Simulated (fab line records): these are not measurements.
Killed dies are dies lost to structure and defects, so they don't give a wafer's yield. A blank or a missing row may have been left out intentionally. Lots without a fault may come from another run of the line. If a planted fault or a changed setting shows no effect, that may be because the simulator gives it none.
fab line records	flow n5Finfet
record lots=3	wafers=9	lastDay=15
route steps=1938 shown FIN_CUT@178 STI_FIN_REVEAL@183 DUMMY_GATE@212 BEOL_M4@1111 PASSIVATION@1936
lots with no fault: from the same line, run without faults
startH: hours from the record's opening day to when the first of the lot's shown wafers began	waitH: hours from the lot's prior step to this one	" repeats the value in the row above	L1.1+2: a single row standing in for several wafers	- value missing, or start not given	* or withheld: withheld	< > ~ a bound
route shown NAME@n: a module of which the file shows steps, and the number in the route of the first	usual: mean/standard deviation of fault-free wafers	same: alike in all rows	chamber/n: place in a boat	sites: each site's reading	_std_site: their standard deviation	_edge_site: the outer-site mean with the inner-site mean subtracted	radiusMm: for every site, how far away it sits from the centre of the wafer	mask NAME#n: copy n	behind: the last tool/chamber to shape the wafer	hold: reason for holding the lot/hours on hold/outcome of the hold	device: the transistor (n, p or np) that didn't switch	end of line: the tests these same wafers got at the end of their route	a step without rows: its recipe alone	killed: count of dies lost to structure and defects at first sort (not the wafer's yield)	map: dies across one wafer; x = killed, . = not, _ = none there
set.NAME: the setting the step ran with; set.NAME@STEP: the setting that earlier step ran with	model.NAME: the simulator's own value behind a step, which no gauge read
a table for each step, a row for each wafer; lots at some steps of the route
services: from which hour (startH, from the record's first day; less than 0 if before it) a tool's chamber was out of use, for how many hours, and why
## steps
# step N5_FIN_CUT_STRIP_22
# recipe chemistry=N2/H2	powerW=500	tempC=40	pressureMtorr=50	rfFrequencyHz=6e+07	overashFraction=0.3	biasPowerW=8	h2Frac=0.5	n2FlowSccm=300	h2FlowSccm=300
# step N5_FIN_CUT_PRECLEAN_36
# recipe chemistry=O3/DIW	timeS=60	tempC=22	o3Ppm=10
# step N5_FIN_CUT_SRD_32
# recipe dry=ipaMarangoni	timeS=30	tempC=23	rinseLiquid=diw
# step N5_FIN_CUT_UV_OZONE_34
# recipe timeS=120	pressureTorr=760	tempC=25
# step N5_STI_FIN_REVEAL_ALD_00
# recipe material=SiO2	targetThkA=10	tempC=300	aldPrecursorFamily=BDEAS	aldCoReactant=O2-plasma	pulseTimeS=1	pressureTorr=2
# step N5_STI_FIN_REVEAL_ALD_14
# recipe material=Si3N4	targetThkA=30	tempC=400	aldPrecursorFamily=SiH2I2	aldCoReactant=N2/H2-plasma	pressureTorr=2
# step N5_STI_FIN_REVEAL_FCVD_FILL_01
# recipe material=SiO2_flowable	targetThkA=3120	tempC=100	pressureTorr=0.8	rfW=2000	timeS=512.2
# step N5_STI_FIN_REVEAL_DENSIFY_02
# recipe tempC=650	ambient=steam	timeS=1800	idleTempC=400	densificationPH2oTorr=640
# step N5_STI_FIN_REVEAL_CMP_04
# recipe stopOn=Si3N4	tOverpolishS=4	downForcePsi=2	platenRpm=54.18	postCmpClean=alkalineBrush	padVelocityMS=1.078	targetThkNm=131.83
# step N5_STI_FIN_REVEAL_DENSIFY_30
# recipe tempC=*	timeS=*	ambient=N2	idleTempC=600	rampUpCPerS=150	rampDownCPerS=60	coolToC=600
# step N5_STI_FIN_REVEAL_ETCHBACK_08
# recipe chemistry=C4F6/O2	target=SiO2	targetDepthA=305	timeS=10.167	ionEnergyEv=250	pressureMtorr=30	sourceW=345	biasW=185	Ar_flow_sccm=300	C4F6_flow_sccm=10	O2_flow_sccm=10
# usual O2_flow_sccm=10.00/0.032	drypumpMotorCurrentA=5.5/0.38	oesProductAu=0.77/0.083	rfVppV=667/9.5	showerheadPlenumPTorr=2.84/0.11	throttleValvePct=21.12/0.21
lot.wafer	tool	chamber	startH	waitH	O2_flow_sccm	drypumpMotorCurrentA	oesProductAu	rfHoursCounterH	rfVppV	showerheadPlenumPTorr	throttleValvePct
L576.4	rieDiel-02	1	34.16	0.1	10.02	5.0	0.66	-	656	2.93	21.17
L576.5	"	0	"	"	9.99	5.7	0.74	-	673	2.75	21.20
L576.6	"	2	"	"	9.97	5.9	0.76	-	650	2.96	21.25
L583.3	rieDiel-02	1	78.21	0.1	10.02	5.0	0.96	0	656	2.93	20.88
L583.4	"	2	"	"	10.04	5.9	0.74	165	650	2.96	21.28
L583.6	"	1	"	"	9.97	5.0	0.97	-	657	2.92	20.88
L591.1	rieDiel-05	2	124.37	0.3	9.99	5.9	0.72	176	670	2.95	21.04
L591.2	"	0	"	"	9.99	5.0	0.83	61	663	2.86	20.62
L591.6	"	1	"	"	10.06	5.5	0.75	-	675	2.74	21.33
# step N5_STI_FIN_REVEAL_STRIP_24
# recipe chemistry=N2/H2	timeS=90	powerW=100	tempC=40	pressureMtorr=100	rfFrequencyHz=6e+07	biasPowerW=3	n2FlowSccm=300	h2FlowSccm=300
# step N5_STI_FIN_REVEAL_PRECLEAN_25
# recipe chemistry=SPM	timeS=90	tempC=120	mix=4:1
# step N5_STI_FIN_REVEAL_PRECLEAN_26
# recipe chemistry=SC1	timeS=45	tempC=46	mix=1:2:100
# step N5_STI_FIN_REVEAL_PRECLEAN_29
# recipe chemistry=DHF	timeS=30	tempC=25	dilution=300:1
# step N5_STI_FIN_REVEAL_SRD_12
# recipe timeS=30	tempC=23	rinseLiquid=diw	dry=ipaMarangoni
# step N5_STI_FIN_REVEAL_RECESS_09
# recipe chemistry=HF/NH3	target=SiO2	afsCycles=11	targetDepthA=425	tempC=30	sublimationTempC=180	sublimationTimeS=60
# step N5_STI_FIN_REVEAL_STRIP_16
# recipe chemistry=H3PO4	material=SiNx	tempC=165	targetDepthA=238	overetchFraction=0.4964	dry=ipaMarangoni
# step N5_STI_FIN_REVEAL_PRECLEAN_17
# recipe chemistry=NF3:NH3	afsCycles=1	tempC=30	timeS=20	sublimationTempC=180	sublimationTimeS=60	pressureTorr=3	rfPowerW=30
# step N5_STI_FIN_REVEAL_ETCH_34
# recipe chemistry=H2	mode=isotropic	material=Si	target=Si	targetDepthA=9.7	tempC=20	pressureMtorr=4.5	icpW=300	biasW=0	h2FlowSccm=7.5	heFlowSccm=142.5
# step N5_STI_FIN_REVEAL_OXIDATION_31
# recipe chemistry=O2_PLASMA_REMOTE	tempC=150	timeS=20	pressureMtorr=1000	sourcePowerW=2000	o2FlowSccm=3000
# step N5_STI_FIN_REVEAL_PRECLEAN_32
# recipe chemistry=NF3:NH3	afsCycles=1	tempC=30	timeS=20	sublimationTempC=180	sublimationTimeS=60	pressureTorr=3	rfPowerW=30
# step N5_STI_FIN_REVEAL_STRIP_35
# recipe chemistry=H3PO4	material=Si3N4	tempC=165	targetDepthA=40	timeS=39
# step N5_STI_FIN_REVEAL_SRD_21
# recipe dry=ipaMarangoni	timeS=30	tempC=23	rinseLiquid=diw
# step N5_STI_FIN_REVEAL_OXIDATION_33
# recipe chemistry=O2_PLASMA_REMOTE	tempC=150	timeS=20	pressureMtorr=1000	sourcePowerW=2000	o2FlowSccm=3000
# step N5_STI_FIN_REVEAL_CLEAN_19
# recipe chemistry=O3/DIW	tempC=25	timeS=120	o3Ppm=10
# step N5_STI_FIN_REVEAL_SRD_23
# recipe dry=ipaMarangoni	timeS=30	tempC=23	rinseLiquid=diw
# step N5_STI_FIN_REVEAL_FIN_H_MEAS_10
# usual trenchDepthNm=51.8/0.57
lot.wafer	tool	chamber	startH	waitH	trenchDepthNm
L576.4	ocd-01	-	37.27	0.0	51.8
L576.5	"	-	"	"	51.8
L576.6	"	-	"	"	52.4
L583.3	ocd-02	-	81.34	0.0	42.5
L583.4	"	-	"	"	42.6
L583.6	"	-	"	"	41.9
L591.1	ocd-01	-	127.34	0.0	51.6
L591.2	"	-	"	"	51.4
L591.6	"	-	"	"	51.1
# step N5_STI_FIN_REVEAL_PRECLEAN_18
# recipe chemistry=SC2	timeS=45	tempC=35	mix=1:1:50
# step N5_STI_FIN_REVEAL_SRD_28
# recipe dry=ipaMarangoni	timeS=30	tempC=23	rinseLiquid=diw
# step N5_DUMMY_GATE_PRECLEAN_00
# recipe chemistry=O3/DIW	timeS=60	tempC=22	o3Ppm=10
# step N5_DUMMY_GATE_SRD_01
# recipe timeS=30	tempC=23	rinseLiquid=diw	dry=ipaMarangoni
# step N5_DUMMY_GATE_ALD_02
# recipe material=SiO2	targetThkA=20	tempC=300	aldPrecursorFamily=BDEAS	aldCoReactant=O2-plasma	pulseTimeS=1	pressureTorr=2
# step N5_DUMMY_GATE_CVD_03
# recipe material=a-Si	targetThkA=1500	tempC=530	precursor=SiH4	timeS=8042
# step N5_DUMMY_GATE_PRECLEAN_46
# recipe chemistry=DIW	timeS=89.5	tempC=23
# step N5_DUMMY_GATE_SRD_47
# recipe dryTimeS=32	dry=n2Spin	spinRpm=1500
# step N5_DUMMY_GATE_CMP_04
# recipe material=a-Si	postCmpClean=alkalineBrush
# step N5_BEOL_M4_RC_MEAS_101
# usual CJ_N=4.34/0.095	DIBL_N=36.9/1.7	DIBL_P=36.7/2.1	EOT_N=10.54/0.095	IGATE_N=0.0123/0.0018	IOFF_N=0.17/0.032	IOFF_N_85C=3.3/0.52	IOFF_N_LIN=0.077/0.012	IOFF_N_LONG=5.63e-05/2.6e-06	IOFF_P=0.22/0.036	IOFF_P_85C=3.8/0.52	IOFF_P_LIN=0.102/0.013	ION_N=674/12	ION_P=461/7	RC_DENSE_N=19.1/0.49	RC_N=15.6/0.4	REXT_N=75.2/1.5	REXT_P=101.1/2.4	RS_SD_N=28.4/0.47	SS_N=71.7/0.6	SS_P=73.4/0.67	VT_N=249/3.1	VT_N_LONG=274.5/1.9	VT_N_LVT=98/3.1	VT_P=-250/3.2
lot.wafer	tool	chamber	startH	waitH	CJ_N	DIBL_N[mV/V]	DIBL_P[mV/V]	EOT_N	IGATE_N[nA/um]	IOFF_N[nA/um]	IOFF_N_85C[nA/um]	IOFF_N_LIN[nA/um]	IOFF_N_LONG[nA/um]	IOFF_P[nA/um]	IOFF_P_85C[nA/um]	IOFF_P_LIN[nA/um]	ION_N[uA/um]	ION_P[uA/um]	RC_DENSE_N[ohm.um]	RC_N[ohm.um]	REXT_N[ohm.um]	REXT_P[ohm.um]	RS_SD_N[ohm/sq]	SS_N[mV/dec]	SS_P[mV/dec]	VT_N[mV]	VT_N_LONG[mV]	VT_N_LVT[mV]	VT_P[mV]
L576.4	prober-01	0	169.98	0.5	4.47	34.7	33.9	10.49	0.0112	0.12	2.4	0.056	5.69e-05	0.16	3.0	0.083	660	450	17.9	14.6	73.1	98.7	27.9	71.9	72.5	257	275.7	100	-253
L576.5	"	0	"	"	4.46	36.5	35.9	10.54	0.0096	0.15	2.9	0.067	5.65e-05	0.18	3.4	0.090	666	452	19.0	15.6	74.6	102.2	28.3	71.3	73.2	252	275.5	98	-253
L576.6	"	0	"	"	4.47	36.2	36.0	10.48	0.0126	0.15	3.0	0.070	5.69e-05	0.19	3.6	0.095	679	462	18.1	14.7	72.7	100.1	28.0	71.5	73.2	249	273.7	98	-253
L583.3	prober-01	0	200.47	0.3	-	-	100.4	-	-	-	-	-	-	36.80	277.0	0.755	-	405	-	-	-	113.7	-	-	150.5	-	-	-	-242
L583.4	"	0	"	"	4.35	115.4	76.1	10.72	0.0081	31.51	266.1	0.462	5.15e-05	14.15	125.5	0.428	590	404	18.7	15.2	84.4	111.7	28.0	155.5	127.3	246	279.2	97	-245
L583.6	"	0	"	"	-	-	89.3	-	-	-	-	-	-	23.93	193.0	0.574	-	408	-	-	-	111.2	-	-	142.0	-	-	-	-245
L591.1	prober-01	0	257.08	0.0	4.41	35.7	33.8	10.36	0.0141	0.15	3.0	0.072	5.9e-05	0.19	3.3	0.094	678	461	19.2	15.6	73.3	101.3	27.8	71.1	72.7	247	271.5	96	-250
L591.2	"	0	"	"	4.32	37.6	37.9	10.47	0.0119	0.20	3.6	0.088	5.75e-05	0.27	4.5	0.118	681	470	19.3	15.9	75.0	100.6	28.1	71.9	73.9	247	274.0	95	-246
L591.6	"	0	"	"	4.44	38.5	37.4	10.56	0.0120	0.21	3.9	0.092	5.84e-05	0.25	4.2	0.113	681	461	19.5	16.1	73.7	102.6	27.9	71.8	73.8	245	272.6	93	-245
# step N5_PASSIVATION_PROBE_49
# usual defectLimitedYield=91.7/1.5	killed_at_M0_to_M3=32/9.6	killed_at_M4_up=13/5.3	killedAtContacts=12/6.8	killedAtFrontEnd=36/9.8	killedAtOther=4/3.1	killedDies=98/17	killedOpen=65/13	killedShort=32/8.5	sort_bin_4_leakage=0.00/0.007	sort_bin_5_function=4.9/0.93	sort_bin_6_memory=3.2/0.67	sortNPass=1082/17	sortYieldPct=91.7/1.4
# same grossDies=1180	killedAtBackSide=0	sort_bin_8_speed[%]=0
lot.wafer	tool	chamber	startH	waitH	defectLimitedYield[%]	killed_at_M0_to_M3	killed_at_M4_up	killedAtContacts	killedAtFrontEnd	killedAtOther	killedDies	killedOpen	killedShort	sort_bin_4_leakage[%]	sort_bin_5_function[%]	sort_bin_6_memory[%]	sortNPass	sortYieldPct[%]
L583.3	prober-02	-	306.17	0.1	90.1	44	10	9	40	14	117	65	51	90.08	6.2	3.2	0	0
L583.4	prober-02	-	306.22	0.2	91.1	45	14	14	31	1	105	77	28	91.10	5.3	3.1	0	0
L583.6	prober-02	-	306.32	0.3	91.8	20	15	16	43	3	97	68	27	91.78	4.6	3.5	0	0
L591.1	prober-02	-	361.00	0.9	91.4	32	17	2	46	5	102	71	30	0	5.2	3.4	1078	91.4
L591.2	prober-02	-	361.05	1.0	90.9	31	20	4	48	4	107	73	32	0	5.5	3.2	1073	90.9
L591.6	prober-02	-	361.25	1.2	91.0	31	20	9	40	6	106	72	34	0	5.7	3.1	1074	91.0
# killed by level:class
L583.3 BEOL_M0_SAQP:geometricParticle:short=18 BEOL_M0_SAQP:geometricParticle:open=11 STI_FIN_REVEAL:geometricParticle:open=10 MOL_CONTACT_COAG:geometricParticle:open=7 MIM_TOP:geometricParticle:open=7 FIN_SAQP:geometricParticle:short=6 FIN_SAQP:geometricParticle:open=5 BEOL_M4:geometricParticle:open=5
L583.4 STI_FIN_REVEAL:geometricParticle:open=16 BEOL_M2:geometricParticle:open=16 MOL_CONTACT_COAG:geometricParticle:open=11 BEOL_M0_SAQP:geometricParticle:open=11 BEOL_M0_SAQP:geometricParticle:short=7 BEOL_M5:geometricParticle:open=5 BEOL_M4:geometricParticle:open=4 FIN_SAQP:geometricParticle:short=3
L583.6 STI_FIN_REVEAL:geometricParticle:open=16 MOL_CONTACT_COAG:geometricParticle:open=13 FIN_SAQP:geometricParticle:short=6 BEOL_M0_SAQP:geometricParticle:open=5 FIN_SAQP:geometricParticle:open=4 STI_FIN_REVEAL:geometricParticle:short=4 GATE_CUT:geometricParticle:open=4 BEOL_M2:geometricParticle:short=4
L591.1 STI_FIN_REVEAL:geometricParticle:open=11 FIN_SAQP:geometricParticle:open=10 BEOL_M5:geometricParticle:open=8 FIN_SAQP:geometricParticle:short=7 BEOL_M0_SAQP:geometricParticle:open=7 BEOL_M0_SAQP:geometricParticle:short=7 BEOL_M2:geometricParticle:open=6 BEOL_M3:geometricParticle:open=6
L591.2 FIN_SAQP:geometricParticle:open=15 STI_FIN_REVEAL:geometricParticle:open=8 FIN_SAQP:geometricParticle:short=7 BEOL_M0_SAQP:geometricParticle:open=7 BEOL_M2:geometricParticle:open=7 BEOL_M2:geometricParticle:short=5 BEOL_M5:geometricParticle:open=5 MOL_CONTACT_COAG:geometricParticle:open=4
L591.6 FIN_SAQP:geometricParticle:short=16 FIN_SAQP:geometricParticle:open=15 MOL_CONTACT_COAG:geometricParticle:open=9 BEOL_M4:geometricParticle:open=9 BEOL_M0:geometricParticle:open=7 BEOL_M6:geometricParticle:open=6 BEOL_M0_SAQP:geometricParticle:open=5 BEOL_M0_SAQP:geometricParticle:short=5
# map L583.3 (x killed, . not)
_________________xx.x.....x..________________
______________..........x......._____________
___________.........x..x...........__________
__________.....................x...._________
________.x.....................x......_______
_______x................xx..x..x...x...______
______x........x...........x..x........x_____
_____x.............................x.....____
____x.x....x.................x..x.........___
___......................x....x.........x..__
___..........................x.............__
__....................x....................._
__.......x....x.....................x......x_
_......x.........xx.....x.x................x.
_....................................x.......
_x.........x.......x...x.....................
_..x.x...x...x.......x........x...x....x.....
_.........x..........x..x..................x.
_........................x.....x......x......
_............x..........x...............x..x.
_x.......x..............x.....x........x....x
__.x..........................x....x........_
__..........x..x.......x.............x....x._
___.x.......x...x..........................__
___....xx...x..............................__
____.....x.....xx......x......xx..........___
_____....x................x...x..x...x...____
______x........x............x.........xx_____
_______....x....xx......x..............______
________...x.......x.................._______
__________..x.................x...x._________
___________.....x..................__________
______________.........x.....x.._____________
_________________..x.......x.________________
# map L576.6 (x killed, . not)
_________________....x.......________________
______________.x................_____________
___________.........x..............__________
__________...x.x..........x........._________
________............x.....x...x......x_______
_______.....x........................x.______
______..........x................x....x._____
_____........x...x............x.x....x...____
____................x............x.....x..___
___..............x......x..................__
___....x......x......xx....x...............__
__..............................x..........._
__..........x.............x................._
_....x........x......x.........x...x..x......
_................................x.......x...
_.x...................x.......x..............
_.....x.............x.x.......x.....x........
_..........x........x........................
_........................x.....x.............
_................x.x.........................
_...........xxx.x.............x..............
__....x..........x.......x......x..........._
__......x.....x.....x..xxx.................._
___...x.....x......xx......................__
___....................................x...__
____............x.........................___
_____........x.............xx.x....x.....____
______...........................x......_____
_______............x..................x______
________...........x.x................_______
__________.....xx..................._________
___________....x.........x.x.xx....__________
______________.......x...x......_____________
_________________.......x....________________
## services
tool	chamber	startH	hours	kind
rieDiel-05	-	23.58	0.9	repair
rieDiel-02	3	26.26	-	clean
rieDiel-02	3	26.26	-	consumableReplace:focusRing
rieDiel-02	3	26.26	27.9	scheduledDown
rieDiel-02	3	26.26	27.9	ventCycle
rieDiel-02	1	54.22	-	clean
rieDiel-02	1	54.22	-	consumableReplace:focusRing
rieDiel-02	1	54.22	14.8	scheduledDown
rieDiel-02	1	54.22	14.8	ventCycle
rieDiel-02	-	63.38	14.6	pm
rieDiel-02	-	110.97	2.8	pm
rieDiel-05	0	113.45	3.9	repair
rieDiel-05	-	116.55	0.5	repair
rieDiel-05	3	117.37	-	clean
rieDiel-05	3	117.37	-	consumableReplace:focusRing
rieDiel-05	3	117.37	-	consumableReplace:showerhead
rieDiel-05	3	117.37	14.9	scheduledDown
rieDiel-05	3	117.37	14.9	ventCycle
## key
firstSign step=N5_STI_FIN_REVEAL_FIN_H_MEAS_10	reading=trenchDepthNm	direction=down	sigmas=17	usual=51.8	struck=42.3
effect step=N5_BEOL_M4_RC_MEAS_101	reading=IOFF_P	direction=up	sigmas=99+	usual=0.22	struck=24.96
effect step=N5_BEOL_M4_RC_MEAS_101	reading=IOFF_P_85C	direction=up	sigmas=99+	usual=3.8	struck=198.5
effect step=N5_BEOL_M4_RC_MEAS_101	reading=SS_P	direction=up	sigmas=99+	usual=73.4	struck=139.9
effect step=N5_BEOL_M4_RC_MEAS_101	reading=IOFF_P_LIN	direction=up	sigmas=36	usual=0.102	struck=0.586
effect step=N5_BEOL_M4_RC_MEAS_101	reading=DIBL_P	direction=up	sigmas=24	usual=36.7	struck=88.6
effect step=N5_BEOL_M4_RC_MEAS_101	reading=ION_P	direction=down	sigmas=7.9	usual=461	struck=406
effect step=N5_BEOL_M4_RC_MEAS_101	reading=REXT_P	direction=up	sigmas=4.6	usual=101.1	struck=112.2
effect step=N5_BEOL_M4_RC_MEAS_101	reading=CJ_N	direction=missing
effect step=N5_BEOL_M4_RC_MEAS_101	reading=DIBL_N	direction=missing
effect step=N5_BEOL_M4_RC_MEAS_101	reading=EOT_N	direction=missing
effect step=N5_BEOL_M4_RC_MEAS_101	reading=IGATE_N	direction=missing
effect step=N5_BEOL_M4_RC_MEAS_101	reading=IOFF_N	direction=missing
effect step=N5_PASSIVATION_PROBE_49	reading=sort_bin_4_leakage	direction=up	sigmas=99+	usual=0.00	struck=90.99
metAt N5_STI_FIN_REVEAL_ETCHBACK_08
struckWafers L583.3,L583.4,L583.6
onsetBetween 34.16 78.21
fault kind=processParameterDrift	tool=rieDiel-02	chamber=-	onsetH=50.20	steps=N5_STI_FIN_REVEAL_ETCHBACK_08	channel=timeS	offset=*	shape=step	endH=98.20	scope=struckWafersOnly	actsIn=*	stated=*
